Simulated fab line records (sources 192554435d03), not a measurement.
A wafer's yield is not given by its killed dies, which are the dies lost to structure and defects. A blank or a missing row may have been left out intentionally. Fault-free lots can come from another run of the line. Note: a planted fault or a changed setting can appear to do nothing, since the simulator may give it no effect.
Comparing a struck lot with a sound one ; flow n5Finfet ; 45 out of 1938 route steps
Sound: these wafers, L445.1, L445.3, L445.5. Wafers L438.2, L438.4, L438.5 were the ones struck. The cause is named last.
Each step with rows lists, per side, the tool, then ch with its chambers, then its first start. Under that, the readings that differ: sound wafers ; struck wafers ; difference of the means ; sigmas: that difference in standard deviations of wafers without a fault.
alike: words and numbers the same on both sides, and readings whose means are apart by under 2 such deviations; not compared: readings that were withheld, readings missing a value for some wafer, numbers with overlapping values and no deviation given by the record, and bounds like >300 which may hide the same value.
A row with sigmas, a row that says differs or no value, or rows on one side alone: a step with any of these is where the two part. Non-overlapping numbers with no deviation appear without sigmas and do not part them. A reading missing from all wafers of one side parts the sides only when that side holds two or more wafers.

first, 12 steps without rows for these wafers: N5_BEOL_M1_DESCUM_33 (chemistry O2, time 7 s); N5_BEOL_M1_ETCH_77 (etches underlayer in N2/H2, target depth 6.5 nm, time 5.2 s); N5_BEOL_M1_ETCH_69 (etches SiARC in CF4, target depth 15.6 nm, time 26 s); N5_BEOL_M1_ALD_98 (deposits SiO2, target thk 2.5 nm, pulse time 1 s, co reactant pulse time 1 s); N5_BEOL_M1_ETCHBACK_99 (etches SiO2 in CHF3, target depth 5 nm, time 10.4 s); N5_BEOL_M1_ETCH_70 (etches SOC in N2/H2, target depth 80 nm, overetch 16 nm, time 120 s); N5_BEOL_M1_STRIP_71 (strips in N2/H2); N5_BEOL_M1_STRIP_78 (strips in N2/H2); N5_BEOL_M1_VIA_ETCH_34 (etches the open film in C4F6/O2, target depth 67.8 nm, time 64.4 s); N5_BEOL_M1_STRIP_83 (strips in C4F6/O2); N5_BEOL_M1_STRIP_36 (strips in N2/H2); N5_BEOL_M1_TRENCH_ETCH_37 (etches SiOC in C4F6/O2, target depth 55.207 nm, time 29 s).
N5_BEOL_M1_ETCH_41: etches SiCN in CH3F/O2, target depth 31.9 nm, time 57.8 s.
  sound on rieDiel-03 ch 0,1,3, day 11 20:07; struck on rieDiel-03 ch 0,2, day 10 02:38
  no value came back on the struck wafers for any of 7 readings (CH3F_flow_sccm (sccm), O2_flow_sccm (sccm) and others); on the sound wafers CH3F_flow_sccm (sccm) reads 29.94 30.12 29.93
  not compared: rfHoursCounterH
then, 27 steps without rows for these wafers: N5_BEOL_M1_STRIP_97 (strips in N2/H2, time 10 s); N5_BEOL_M1_HM_STRIP_39 (strips TiN in peroxide tin strip, target depth 25 nm, time 158 s); N5_BEOL_M1_SRD_40 (time 30 s); N5_BEOL_M1_PRECLEAN_42 (cleans in residue remover, time 60 s); N5_BEOL_M1_SRD_43 (time 30 s); N5_BEOL_M1_DEGAS_44 (time 60 s); N5_BEOL_M1_PRE_CLEAN_45 (time 30 s); N5_BEOL_M1_ALD_84 (deposits TaN, pulse time 2 s, purge time 3 s, co reactant purge time 2 s); N5_BEOL_M1_SURFACE_TREAT_85; N5_BEOL_M1_CVD_47 (deposits Co from CCTBA/H2, target thk 3 nm, time 223.8 s); N5_BEOL_M1_SPUTTER_48 (material Cu, target thk 4.5 nm, time 8.29 s); N5_BEOL_M1_ANNEAL_49 (time 240 s); N5_BEOL_M1_SPUTTER_79 (material Cu, target thk 4.5 nm, time 8.29 s); N5_BEOL_M1_ANNEAL_80 (time 240 s); N5_BEOL_M1_SPUTTER_81 (material Cu, target thk 4.5 nm, time 8.29 s); N5_BEOL_M1_ANNEAL_82 (time 240 s); N5_BEOL_M1_SPUTTER_86 (material Cu, target thk 4.5 nm, time 8.29 s); N5_BEOL_M1_ANNEAL_87 (time 240 s); N5_BEOL_M1_SPUTTER_88 (material Cu, target thk 4.5 nm, time 8.29 s); N5_BEOL_M1_ANNEAL_89 (time 240 s); N5_BEOL_M1_SPUTTER_90 (material Cu, target thk 4.5 nm, time 8.29 s); N5_BEOL_M1_ANNEAL_91 (time 240 s); N5_BEOL_M1_SPUTTER_92 (material Cu, target thk 4.5 nm, time 8.29 s); N5_BEOL_M1_ANNEAL_93 (time 240 s); N5_BEOL_M1_SPUTTER_94 (material Cu, target thk 4.5 nm, time 8.29 s); N5_BEOL_M1_ANNEAL_95 (time 240 s); N5_BEOL_M1_SPUTTER_96 (material Cu, target thk 4.5 nm, time 8.29 s).
N5_BEOL_M1_CMP_52: polishes, stops on SiOC, t overpolish 6.8 s, target thk 40 nm.
  sound on cmp-01 ch 0,2, day 12 00:12; struck on cmp-01 ch 0,1,3, day 10 06:32
reading;sound;struck;difference;sigmas
model.Cu_of_BEOL_M1_ECD_50.thkNm (nm);39 38.4 42.6;33.4 32.6 30.8;-7.7;
  alike: barrierFieldEndpointS, motorCurrentA, overpolishRunS, platenRpm, retainingRingPressureFrac, timeToEndpointS
N5_BEOL_M1_THK_MEAS_53: measures by xrf.
  struck on filmMetro-02, day 10 06:47; sound on filmMetro-01, day 12 00:27
reading;sound;struck;difference;sigmas
M1_THK (nm);40.4 39.8 43.9;33.9 33.1 31.2;-8.6;-6
N5_BEOL_M1_RS_MEAS_58: measures by four-point-probe.
  struck on filmMetro-02, day 10 07:02; sound on filmMetro-01, day 12 00:43
reading;sound;struck;difference;sigmas
M1_RS (ohm/sq);0.689 0.704 0.617;0.845 0.873 0.943;+0.217;+7
N5_BEOL_M4_RC_MEAS_101:
  the record has rows for the sound wafers here (prober-01 ch 0, day 13 09:16) and none for the struck ones
-- the record jumps here: 6 days lie between the struck wafers' starts before and after (it left off in module BEOL_M4 and takes up again in module PASSIVATION, whose first step shown is number 1936 of the route) --
N5_PASSIVATION_PROBE_49:
  record: rows for the struck wafers here (prober-02, day 15 20:48), none for the sound ones

== WHERE THEY PART ==
First at N5_BEOL_M1_ETCH_41; last, within this record, at N5_PASSIVATION_PROBE_49.

WHY: the cause the simulator had injected
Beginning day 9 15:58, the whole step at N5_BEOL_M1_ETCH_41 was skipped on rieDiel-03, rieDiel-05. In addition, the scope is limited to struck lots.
